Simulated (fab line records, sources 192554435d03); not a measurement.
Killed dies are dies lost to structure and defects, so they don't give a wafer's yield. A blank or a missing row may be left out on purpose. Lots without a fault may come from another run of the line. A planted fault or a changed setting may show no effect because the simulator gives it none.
fab line records | flow n5_finfet
record lots=7 wafers=21
route steps=1938 shown ZERO_LAYER@6 WELL_APT@39 FIN_SAQP@102 DUMMY_GATE@223 SD_EPI_P@312 SD_ACTIVATION@330
start_h: hours from the record's first day to the start of the lot's first wafer shown | wait_h: hours since the lot's step before | " the same as in the row above | L1.1+2: a row that stands for several wafers | - no value, or no start given | * or withheld: withheld | < > ~ a bound
route shown NAME@n: a module of which the file shows steps, and the number in the route of the first | usual: mean/standard deviation of fault-free wafers | same: alike in all rows | chamber/n: place in a boat | sites: the reading at each site | _std_site: their standard deviation | _edge_site: outer sites' mean less inner sites' | radius_mm: how far each site lies from the wafer's centre | mask NAME#n: copy n | behind: the tool/chamber that last shaped the wafer | hold: why the lot was held/for how many hours/how that ended | device: the transistor (n, p or np) that didn't switch | end of line: the same wafers' tests at the end of the route | a step without rows: its recipe alone | killed: dies lost to structure and defects at the first sort, not the wafer's yield | map: a wafer's dies, x killed, . not, _ none there
set.NAME: the setting as run; set.NAME@STEP: as run at that earlier step | model.NAME: the simulator's own value behind a step, which no gauge read
lots whose settings were changed on purpose; a table a step, a row a wafer
## steps
# step N5_ZERO_LAYER_COAT_05
# recipe spin_rpm=1500 resist_thk_nm=1000
# columns lot.wafer tool chamber start_h wait_h set.spin_rpm model.coat_of_ZERO_LAYER_COAT_05.thk_nm
L078.2 litho_track-03 0 - - 1389 1035
L078.4 " 0 " " 1500 999.7
L078.5 " 0 " " 1389 1036
L080.2 litho_track-05 0 - - 1500 1002
L080.3 " 0 " " 1500 1001
L080.4 " 0 " " 1500 1003
L083.1 litho_track-05 0 - - 1639 958.7
L083.3 " 0 " " 1500 1001
L083.6 " 0 " " 1639 960
L086.1 litho_track-03 0 - - 1500 1001
L086.5 " 0 " " 1500 1000
L086.6 " 0 " " 1500 999.4
L089.1 litho_track-02 0 - - 1500 1003
L089.3 " 0 " " 1500 1000
L089.6 " 0 " " 1351 1058
L092.2 litho_track-03 0 - - 1500 999.3
L092.3 " 0 " " 1500 998.5
L092.6 " 0 " " 1500 998
L094.2 litho_track-05 0 - - 1500 995.2
L094.4 " 0 " " 1500 1000
L094.6 " 0 " " 1500 997.9
# step N5_ZERO_LAYER_DEVELOP_10
# recipe develop_time_s=60 rinse_liquid=diw dry=air_spin dev_temp_c=21
# columns lot.wafer tool chamber start_h wait_h set.develop_time_s
L078.2+4+5 litho_track-05 0 - - 60
L080.2 litho_track-05 0 - - 60
L080.3+4 " 0 " " 55.52
L083.1 litho_track-05 0 - - 60
L083.3+6 " 0 " " 55.52
L086.1+5+6 litho_track-02 0 - - 60
L089.1+3+6 litho_track-05 0 - - 60
L092.2+3+6 litho_track-03 0 - - 60
L094.2+4+6 litho_track-05 0 - - 60
# step N5_ZERO_LAYER_HARDBAKE_23
# recipe temp_c=130 time_s=120
# step N5_ZERO_LAYER_DESCUM_16
# recipe chemistry=O2 time_s=7.9 source_power_w=50 bias_power_w=20 pressure_mtorr=20 rf_frequency_hz=2.712e+07 temp_c=40 o2_flow_sccm=225
# step N5_ZERO_LAYER_ETCH_17
# recipe chemistry=CF4 target=SiO2 target_depth_a=120 time_s=13.3 ion_energy_ev=350 pressure_mtorr=40 source_w=450 bias_w=215 Ar_flow_sccm=100 cf4_flow_sccm=100
# columns lot.wafer tool chamber start_h wait_h set.spin_rpm@ZERO_LAYER_COAT_05 model.coat_of_ZERO_LAYER_COAT_05.thk_nm
L078.2 rie_diel-02 0 36.71 0.0 1389 1006
L078.4 " 2 " " 1500 969.7
L078.5 " 3 " " 1389 1007
L080.2 rie_diel-03 2 48.71 0.0 1500 971.8
L080.3 " 0 " " 1500 970.5
L080.4 " 1 " " 1500 972.8
L083.1 rie_diel-03 3 66.84 0.0 1639 928.7
L083.3 " 0 " " 1500 969.8
L083.6 " 1 " " 1639 930.1
L086.1 rie_diel-03 2 84.88 0.0 1500 971.1
L086.5 " 3 " " 1500 970.2
L086.6 " 0 " " 1500 968.2
L089.1 rie_diel-03 1 102.84 0.0 1500 972.9
L089.3 " 3 " " 1500 970.2
L089.6 " 0 " " 1351 1027
L092.2 rie_diel-02 1 120.71 0.0 1500 969.3
L092.3 " 2 " " 1500 968.5
L092.6 " 0 " " 1500 968.6
L094.2 rie_diel-03 2 132.84 0.0 1500 965.1
L094.4 " 3 " " 1500 970.6
L094.6 " 0 " " 1500 966.8
# step N5_ZERO_LAYER_ETCH_18
# recipe chemistry=HBr/Cl2 target=Si target_depth_a=1200 time_s=40 pressure_mtorr=10 icp_w=800 bias_w=75 HBr_flow_sccm=150 Cl2_flow_sccm=80
# columns lot.wafer tool chamber start_h wait_h set.spin_rpm@ZERO_LAYER_COAT_05 model.coat_of_ZERO_LAYER_COAT_05.thk_nm
L078.2 rie_si-02 1 36.79 0.0 1389 967.4
L078.4 " 0 " " 1500 928.8
L078.5 " 1 " " 1389 968.1
L080.2 rie_si-04 0 48.79 0.0 1500 930.8
L080.3 " 2 " " 1500 932
L080.4 " 1 " " 1500 932.3
L083.1 rie_si-04 3 66.91 0.0 1639 889
L083.3 " 2 " " 1500 931.7
L083.6 " 2 " " 1639 892.1
L086.1 rie_si-04 2 84.96 0.0 1500 933.3
L086.5 " 1 " " 1500 929.7
L086.6 " 0 " " 1500 927.1
L089.1 rie_si-02 2 102.91 0.0 1500 933.1
L089.3 " 1 " " 1500 931.8
L089.6 " 3 " " 1351 989.4
L092.2 rie_si-02 2 120.79 0.0 1500 928.6
L092.3 " 1 " " 1500 930.8
L092.6 " 2 " " 1500 928.5
L094.2 rie_si-04 1 132.91 0.0 1500 925
L094.4 " 0 " " 1500 930.1
L094.6 " 2 " " 1500 928.5
# step N5_ZERO_LAYER_STRIP_24
# recipe chemistry=O2 power_w=1000 temp_c=250 overash_fraction=0.3 pressure_mtorr=1000 o2_flow_sccm=6750
# usual strip_time_to_endpoint_s=43.89/0.12
# columns lot.wafer tool chamber start_h wait_h set.spin_rpm@ZERO_LAYER_COAT_05 strip_time_to_endpoint_s
L078.2 plasma_asher-01 0 37.00 0.2 1389 44.95
L078.4 " 1 " " 1500 43.81
L078.5 " 0 " " 1389 44.98
L080.2 plasma_asher-01 0 48.89 0.1 1500 43.85
L080.3 " 0 " " 1500 43.90
L080.4 " 1 " " 1500 43.91
L083.1 plasma_asher-01 0 67.02 0.1 1639 42.60
L083.3 " 1 " " 1500 43.87
L083.6 " 0 " " 1639 42.70
L086.1 plasma_asher-02 0 85.06 0.1 1500 43.94
L086.5 " 1 " " 1500 43.85
L086.6 " 0 " " 1500 43.72
L089.1 plasma_asher-02 1 103.02 0.1 1500 43.92
L089.3 " 0 " " 1500 43.89
L089.6 " 1 " " 1351 45.61
L092.2 plasma_asher-01 1 120.90 0.1 1500 43.79
L092.3 " 0 " " 1500 43.86
L092.6 " 1 " " 1500 43.80
L094.2 plasma_asher-02 0 133.02 0.1 1500 43.69
L094.4 " 1 " " 1500 43.86
L094.6 " 0 " " 1500 43.79
# step N5_WELL_APT_EXPOSE_22
# recipe mask_id=PWELL na=0.8 source_shape=conventional sigma_outer=0.8 polarization=unpolarized defocus_nm=0 target_cd_nm=200 dose_mj=23.2
# columns lot.wafer tool chamber start_h wait_h mask set.dose_mj
L078.2+4 krf_scanner-01 0 39.79 - PWELL#0 21.61
L078.5 " 0 " " PWELL#0 23.2
L080.2+3 krf_scanner-02 0 51.07 - PWELL#0 21.85
L080.4 " 0 " " PWELL#0 23.2
L083.1+3+6 krf_scanner-01 0 68.83 - PWELL#0 23.2
L086.1+5+6 krf_scanner-02 0 86.95 - PWELL#0 23.2
L089.1+3+6 krf_scanner-01 0 104.88 - PWELL#0 23.2
L092.2+3+6 krf_scanner-01 0 122.77 - PWELL#0 23.2
L094.2+4 krf_scanner-02 0 139.08 - PWELL#0 21.84
L094.6 " 0 " " PWELL#0 23.2
# step N5_WELL_APT_PEB_23
# recipe peb_temp_c=130 peb_time_s=90
# columns lot.wafer tool chamber start_h wait_h set.peb_time_s
L078.2+4+5 litho_track-01 0 39.85 0.0 102
L080.2 litho_track-02 0 51.13 0.0 90
L080.3+4 " 0 " " 109.6
L083.1+3 litho_track-04 0 68.88 0.1 98.42
L083.6 " 0 " " 90
L086.1 litho_track-02 0 87.01 0.1 90
L086.5+6 " 0 " " 104.1
L089.1+6 litho_track-02 0 104.93 0.1 77.51
L089.3 " 0 " " 90
L092.2+3+6 litho_track-02 0 122.82 0.0 90
L094.2 litho_track-02 0 139.14 0.0 95.43
L094.4+6 " 0 " " 90
# step N5_WELL_APT_DEVELOP_24
# recipe develop_time_s=45 rinse_liquid=surfactant_rinse dry=air_spin dev_temp_c=21
# step N5_WELL_APT_HARDBAKE_29
# recipe temp_c=130 time_s=120
# step N5_WELL_APT_CD_MEAS_25
# recipe target_cd_nm=200 landing_energy_ev=500 detector=se_inlens
# usual cd_nm=196.2/1.9
# columns lot.wafer tool chamber start_h wait_h set.dose_mj@WELL_APT_EXPOSE_22 set.peb_time_s@WELL_APT_PEB_23 cd_nm
L078.2 cd_sem-03 0 39.96 - 21.61 102 187.3
L078.4 " 0 " " 21.61 102 185.7
L078.5 " 0 " " 23.2 102 204.4
L080.2 cd_sem-02 0 51.24 - 21.85 90 182.3
L080.3 " 0 " " 21.85 109.6 192.4
L080.4 " 0 " " 23.2 109.6 203.8
L083.1 cd_sem-03 0 69.00 - 23.2 98.42 199.0
L083.3 " 0 " " 23.2 98.42 203.7
L083.6 " 0 " " 23.2 90 196.3
L086.1 cd_sem-01 0 87.13 - 23.2 90 195.3
L086.5 " 0 " " 23.2 104.1 204.4
L086.6 " 0 " " 23.2 104.1 200.9
L089.1 cd_sem-02 0 105.05 - 23.2 77.51 189.1
L089.3 " 0 " " 23.2 90 193.6
L089.6 " 0 " " 23.2 77.51 187.0
L092.2 cd_sem-03 0 122.93 - 23.2 90 195.9
L092.3 " 0 " " 23.2 90 196.9
L092.6 " 0 " " 23.2 90 197.4
L094.2 cd_sem-02 0 139.25 - 21.84 95.43 187.2
L094.4 " 0 " " 21.84 90 185.1
L094.6 " 0 " " 23.2 90 198.4
# step N5_WELL_APT_DESCUM_30
# recipe chemistry=O2 time_s=7.9 source_power_w=50 bias_power_w=20 pressure_mtorr=20 rf_frequency_hz=2.712e+07 temp_c=40 o2_flow_sccm=225
# columns lot.wafer tool chamber start_h wait_h set.dose_mj@WELL_APT_EXPOSE_22 set.peb_time_s@WELL_APT_PEB_23 model.WELL_APT.cd_nm
L078.2 rie_diel-01 3 40.05 0.0 21.61 102 187.2
L078.4 " 0 " " 21.61 102 185.7
L078.5 " 0 " " 23.2 102 204.6
L080.2 rie_diel-04 2 51.33 0.0 21.85 90 182.5
L080.3 " 0 " " 21.85 109.6 192.4
L080.4 " 0 " " 23.2 109.6 204.3
L083.1 rie_diel-04 2 69.09 0.0 23.2 98.42 198.8
L083.3 " 1 " " 23.2 98.42 203.7
L083.6 " 2 " " 23.2 90 196.4
L086.1 rie_diel-01 0 87.22 0.0 23.2 90 195.6
L086.5 " 3 " " 23.2 104.1 204.3
L086.6 " 2 " " 23.2 104.1 200.7
L089.1 rie_diel-01 3 105.15 0.0 23.2 77.51 189.2
L089.3 " 1 " " 23.2 90 193.6
L089.6 " 2 " " 23.2 77.51 187.1
L092.2 rie_diel-05 3 123.08 0.1 23.2 90 195.9
L092.3 " 1 " " 23.2 90 197
L092.6 " 2 " " 23.2 90 197.6
L094.2 rie_diel-04 1 139.34 0.0 21.84 95.43 187
L094.4 " 3 " " 21.84 90 185
L094.6 " 0 " " 23.2 90 198.5
# step N5_FIN_SAQP_HM_DEP_72
# recipe material=SiO2 target_thk_a=120 temp_c=400 precursor=SiH4/N2O pressure_torr=0.75 rf_w=275 time_s=7.2
# columns lot.wafer tool chamber start_h wait_h set.time_s model.SiO2_of_FIN_SAQP_HM_DEP_72.thk_nm
L078.2 pecvd-02 0 46.07 0.0 6.303 10.06
L078.4 " 1 " " 7.2 11.56
L078.5 " 0 " " 7.2 11.77
L080.2 pecvd-01 1 57.13 0.0 7.2 11.52
L080.3 " 2 " " 7.2 11.75
L080.4 " 0 " " 7.2 11.9
L083.1 pecvd-04 1 75.73 0.0 7.2 11.69
L083.3 " 0 " " 7.2 12.25
L083.6 " 2 " " 7.2 12.12
L086.1 pecvd-02 1 93.25 0.0 8.068 12.9
L086.5 " 1 " " 8.068 12.97
L086.6 " 2 " " 7.2 11.83
L089.1 pecvd-01 1 111.25 0.0 7.2 11.52
L089.3 " 2 " " 6.904 11.46
L089.6 " 1 " " 6.904 11.38
L092.2 pecvd-01 0 129.77 0.0 7.2 12.07
L092.3 " 1 " " 7.2 11.87
L092.6 " 0 " " 7.2 12.36
L094.2 pecvd-01 2 145.65 0.0 7.2 11.95
L094.4 " 2 " " 7.606 12.85
L094.6 " 1 " " 7.606 12.52
# step N5_FIN_SAQP_DEVELOP_15
# recipe develop_time_s=30 developer=TMAH resist=CAR-ArF dev_temp_c=23 rinse_liquid=diw dry=air_spin
# columns lot.wafer tool chamber start_h wait_h set.develop_time_s
L078.2+5 litho_track-03 0 - - 30
L078.4 " 0 " " 34.23
L080.2+3 litho_track-02 0 - - 30
L080.4 " 0 " " 23.54
L083.1+6 litho_track-03 0 - - 30
L083.3 " 0 " " 25.61
L086.1 litho_track-01 0 - - 34.75
L086.5+6 " 0 " " 30
L089.1+6 litho_track-01 0 - - 24.98
L089.3 " 0 " " 30
L092.2+3+6 litho_track-03 0 - - 30
L094.2 litho_track-03 0 - - 35.07
L094.4+6 " 0 " " 30
# step N5_FIN_SAQP_ETCH_52
# recipe chemistry=N2/H2 target=SOC target_depth_a=1000 overetch_a=200 mask_material=SiARC temp_c=40 time_s=150 ion_energy_ev=200 pressure_mtorr=30 source_w=840 bias_w=150 n2_flow_sccm=200 h2_flow_sccm=200 ends=end_point
# step N5_FIN_SAQP_STRIP_53
# recipe chemistry=N2/H2 temp_c=40 n2_flow_sccm=200 h2_flow_sccm=200 rf_frequency_hz=6e+07
# step N5_FIN_SAQP_HM_OPEN_73
# recipe chemistry=CHF3/O2 target=SiO2 stop_on=a-Si target_depth_a=120 over_etch_frac=1.8 mask_material=SOC time_s=16.8 pressure_mtorr=30 source_w=650 bias_w=170 Ar_flow_sccm=200 CHF3_flow_sccm=50 O2_flow_sccm=5 ion_energy_ev=200 ends=end_point
# columns lot.wafer tool chamber start_h wait_h set.time_s@FIN_SAQP_HM_DEP_72 model.etch.depth_nm
L078.2 rie_diel-04 3 46.84 0.0 6.303 10.06
L078.4 " 2 " " 7.2 11.56
L078.5 " 3 " " 7.2 11.77
L080.2 rie_diel-01 0 59.18 0.0 7.2 11.52
L080.3 " 2 " " 7.2 11.75
L080.4 " 3 " " 7.2 11.9
L083.1 rie_diel-04 0 76.47 0.0 7.2 11.69
L083.3 " 1 " " 7.2 12.25
L083.6 " 1 " " 7.2 12.12
L086.1 rie_diel-04 0 94.01 0.0 8.068 12.9
L086.5 " 3 " " 8.068 12.97
L086.6 " 0 " " 7.2 11.83
L089.1 rie_diel-04 0 111.89 0.0 7.2 11.52
L089.3 " 1 " " 6.904 11.46
L089.6 " 3 " " 6.904 11.38
L092.2 rie_diel-01 1 130.51 0.0 7.2 12.07
L092.3 " 0 " " 7.2 11.87
L092.6 " 0 " " 7.2 12.36
L094.2 rie_diel-05 3 146.39 0.0 7.2 11.95
L094.4 " 0 " " 7.606 12.85
L094.6 " 0 " " 7.606 12.52
# step N5_DUMMY_GATE_COAT_35
# recipe resist=SiARC temp_c=220 time_s=60 spin_rpm=1500 resist_thk_nm=10
# columns lot.wafer tool chamber start_h wait_h set.spin_rpm model.SiARC_of_DUMMY_GATE_COAT_35.thk_nm
L078.2+4+5 litho_track-03 0 - - 1500 10
L080.2+3+4 litho_track-02 0 - - 1500 10
L083.1+3+6 litho_track-05 0 - - 1500 10
L086.1+5+6 litho_track-03 0 - - 1500 10
L089.1+3+6 litho_track-02 0 - - 1500 10
L092.2+3+6 litho_track-05 0 - - 1500 10
L094.2 litho_track-05 0 - - 1660 9.4
L094.4+6 " 0 " " 1660 9.6
# step N5_SD_EPI_P_ETCH_16
# recipe chemistry=CHF3/O2 target=SiO2 target_depth_a=50 mask_material=SOC pressure_mtorr=30 source_w=650 bias_w=170 Ar_flow_sccm=200 CHF3_flow_sccm=50 O2_flow_sccm=5 ion_energy_ev=200
# columns lot.wafer tool chamber start_h wait_h set.target_depth_a model.etch.depth_nm
L078.2 rie_diel-03 2 83.27 0.1 50 5.082
L078.4 " 3 " " 50 5.076
L078.5 " 2 " " 50 5.029
L080.2 rie_diel-02 3 98.99 0.1 50 4.992
L080.3 " 2 " " 47.98 4.794
L080.4 " 0 " " 50 4.856
L083.1 rie_diel-03 1 110.11 0.1 52.85 5.27
L083.3 " 2 " " 50 5.084
L083.6 " 3 " " 50 5.062
L086.1 rie_diel-02 0 127.02 0.1 55.31 5.448
L086.5 " 0 " " 50 4.883
L086.6 " 3 " " 55.31 5.552
L089.1 rie_diel-02 0 143.48 0.1 50 4.933
L089.3 " 2 " " 46.57 4.665
L089.6 " 0 " " 50 4.901
L092.2 rie_diel-06 2 163.03 0.1 50 4.852
L092.3 " 0 " " 50 5.041
L092.6 " 0 " " 50 5.054
L094.2 rie_diel-03 0 179.03 0.1 44.07 4.794
L094.4 " 1 " " 50 5.033
L094.6 " 2 " " 50 5.1
# step N5_SD_EPI_P_EPI_21
# recipe material=SiGe:B dopant=B temp_c=550 pressure_torr=20 ambient=H2 time_s=355
# columns lot.wafer tool chamber start_h wait_h set.epi_growth_time_s model.SiGe-B_of_SD_EPI_P_EPI_21.thk_nm
L078.2 epi_rpcvd-03 0 84.60 0.6 371.3 63.4
L078.4 " 0 " " 355 61.8
L078.5 " 0 " " 371.3 63.2
L080.2 epi_rpcvd-01 0 100.09 0.5 391.5 63.8
L080.3 " 0 " " 391.5 63.6
L080.4 " 0 " " 355 60
L083.1 epi_rpcvd-01 0 110.84 0.1 338.9 57.6
L083.3 " 0 " " 338.9 57.2
L083.6 " 0 112.64 1.8 355 59.2
L086.1 epi_rpcvd-02 0 127.75 0.1 334.1 59.4
L086.5 " 0 129.19 1.5 334.1 60
L086.6 " 0 " " 355 62.8
L089.1 epi_rpcvd-01 0 144.21 0.1 389 64.6
L089.3 " 0 " " 355 60.6
L089.6 " 0 146.01 1.8 355 61
L092.2 epi_rpcvd-01 0 164.37 0.6 355 60.6
L092.3 " 0 " " 355 61.2
L092.6 " 0 166.29 2.4 355 61
L094.2 epi_rpcvd-03 0 180.13 0.5 388 64.4
L094.4 " 0 " " 388 63.6
L094.6 " 0 " " 355 60
# step N5_SD_EPI_P_EPI_MEAS_23
# recipe mode=xrd
# usual thk_nm=61.0/1.6
# columns lot.wafer tool chamber start_h wait_h set.epi_growth_time_s@SD_EPI_P_EPI_21 thk_nm
L078.2 film_metro-01 - 87.04 2.0 371.3 61.6
L078.4 " - " " 355 61.3
L078.5 " - " " 371.3 62.9
L080.2 film_metro-02 - 101.93 1.5 391.5 64.3
L080.3 " - " " 391.5 63.6
L080.4 " - " " 355 58.9
L083.1 film_metro-02 - 113.04 1.8 338.9 58.7
L083.3 " - " " 338.9 57.6
L083.6 " - " " 355 60.1
L086.1 film_metro-01 - 129.95 1.8 334.1 60.0
L086.5 " - " " 334.1 60.9
L086.6 " - " " 355 64.0
L089.1 film_metro-02 - 146.41 1.8 389 64.8
L089.3 " - " " 355 61.8
L089.6 " - " " 355 60.9
L092.2 film_metro-01 - 166.81 2.0 355 61.0
L092.3 " - " " 355 62.6
L092.6 " - " " 355 61.1
L094.2 film_metro-01 - 181.97 1.5 388 65.2
L094.4 " - " " 388 61.5
L094.6 " - " " 355 57.4
# step N5_SD_EPI_P_HM_STRIP_48
# recipe chemistry=H3PO4 temp_c=160 material=SiNx target=SiNx target_depth_a=30 overetch_fraction=0.3
# step N5_SD_EPI_P_SRD_49
# recipe dry=ipa_marangoni time_s=30 temp_c=23 rinse_liquid=diw
# step N5_SD_ACTIVATION_RTA_00
# recipe temp_c=975 time_s=0 ambient=N2 idle_temp_c=600 ramp_up_c_per_s=150 ramp_down_c_per_s=60 cool_to_c=600
# step N5_SD_ACTIVATION_LSA_01
# recipe temp_c=1080 time_s=0.0008 ambient=N2
# step N5_SD_ACTIVATION_RS_MEAS_03
# recipe thk_meas_gauge=four-point-probe
# usual RS_SD_N=21.90/0.25 RS_SD_P=56.2/1.1
# columns lot.wafer tool chamber start_h wait_h set.epi_growth_time_s@SD_EPI_P_EPI_21 RS_SD_N[ohm/sq] RS_SD_P[ohm/sq]
L078.2 film_metro-02 - 87.67 0.2 371.3 21.62 53.6
L078.4 " - " " 355 21.59 55.7
L078.5 " - " " 371.3 21.78 54.0
L080.2 film_metro-02 - 102.56 0.2 391.5 22.41 53.1
L080.3 " - " " 391.5 22.24 53.3
L080.4 " - " " 355 22.31 56.3
L083.1 film_metro-01 - 113.64 0.2 338.9 22.11 60.9
L083.3 " - " " 338.9 21.71 60.2
L083.6 " - " " 355 22.11 58.9
L086.1 film_metro-01 - 130.57 0.2 334.1 21.70 57.8
L086.5 " - " " 334.1 21.93 57.7
L086.6 " - " " 355 21.77 54.8
L089.1 film_metro-02 - 147.03 0.2 389 21.95 52.0
L089.3 " - " " 355 21.74 55.2
L089.6 " - " " 355 21.95 55.3
L092.2 film_metro-01 - 167.61 0.2 355 21.92 56.3
L092.3 " - " " 355 22.21 56.1
L092.6 " - " " 355 22.29 55.7
L094.2 film_metro-02 - 182.68 0.2 388 21.86 53.0
L094.4 " - " " 388 21.61 53.6
L094.6 " - " " 355 21.60 56.9
## key
split step=N5_ZERO_LAYER_COAT_05 setting=spin_rpm stated=1500 by=wafer
response step=N5_ZERO_LAYER_COAT_05 reading=model.coat_of_ZERO_LAYER_COAT_05.thk_nm change=-5.06 per=1% r=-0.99
response step=N5_ZERO_LAYER_ETCH_17 reading=model.coat_of_ZERO_LAYER_COAT_05.thk_nm change=-4.99 per=1% r=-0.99
response step=N5_ZERO_LAYER_ETCH_18 reading=model.coat_of_ZERO_LAYER_COAT_05.thk_nm change=-5.16 per=1% r=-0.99
response step=N5_ZERO_LAYER_STRIP_24 reading=strip_time_to_endpoint_s change=* per=1% r=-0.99
split step=N5_ZERO_LAYER_DEVELOP_10 setting=develop_time_s stated=60 by=wafer
response none clear
split step=N5_WELL_APT_EXPOSE_22 setting=dose_mj stated=23.2 by=wafer
response step=N5_WELL_APT_CD_MEAS_25 reading=cd_nm change=+2.53 per=1% r=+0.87
response step=N5_WELL_APT_DESCUM_30 reading=model.WELL_APT.cd_nm change=+2.57 per=1% r=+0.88
split step=N5_WELL_APT_PEB_23 setting=peb_time_s stated=90 by=wafer
response step=N5_WELL_APT_CD_MEAS_25 reading=cd_nm slope=+0.433 per=1% together_with=dose_mj@WELL_APT_EXPOSE_22 explained=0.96
response step=N5_WELL_APT_DESCUM_30 reading=model.WELL_APT.cd_nm slope=+0.421 per=1% together_with=dose_mj@WELL_APT_EXPOSE_22 explained=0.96
split step=N5_FIN_SAQP_HM_DEP_72 setting=time_s stated=7.2 by=wafer
response step=N5_FIN_SAQP_HM_DEP_72 reading=model.SiO2_of_FIN_SAQP_HM_DEP_72.thk_nm change=+0.108 per=1% r=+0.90
response step=N5_FIN_SAQP_HM_OPEN_73 reading=model.etch.depth_nm change=+0.108 per=1% r=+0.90
split step=N5_FIN_SAQP_DEVELOP_15 setting=develop_time_s stated=30 by=wafer
response none clear
split step=N5_DUMMY_GATE_COAT_35 setting=spin_rpm stated=1500 by=lot
response step=N5_DUMMY_GATE_COAT_35 reading=model.SiARC_of_DUMMY_GATE_COAT_35.thk_nm change=-0.0437 per=1% r=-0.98
split step=N5_SD_EPI_P_ETCH_16 setting=target_depth_a stated=50 by=wafer
response step=N5_SD_EPI_P_ETCH_16 reading=model.etch.depth_nm change=+0.0377 per=1% r=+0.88
split step=N5_SD_EPI_P_EPI_21 setting=epi_growth_time_s stated=355 by=wafer
response step=N5_SD_EPI_P_EPI_21 reading=model.SiGe-B_of_SD_EPI_P_EPI_21.thk_nm change=+0.402 per=1% r=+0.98
response step=N5_SD_EPI_P_EPI_MEAS_23 reading=thk_nm change=* per=1% r=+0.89
response step=N5_SD_ACTIVATION_RS_MEAS_03 reading=RS_SD_P change=-0.363 per=1% r=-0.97
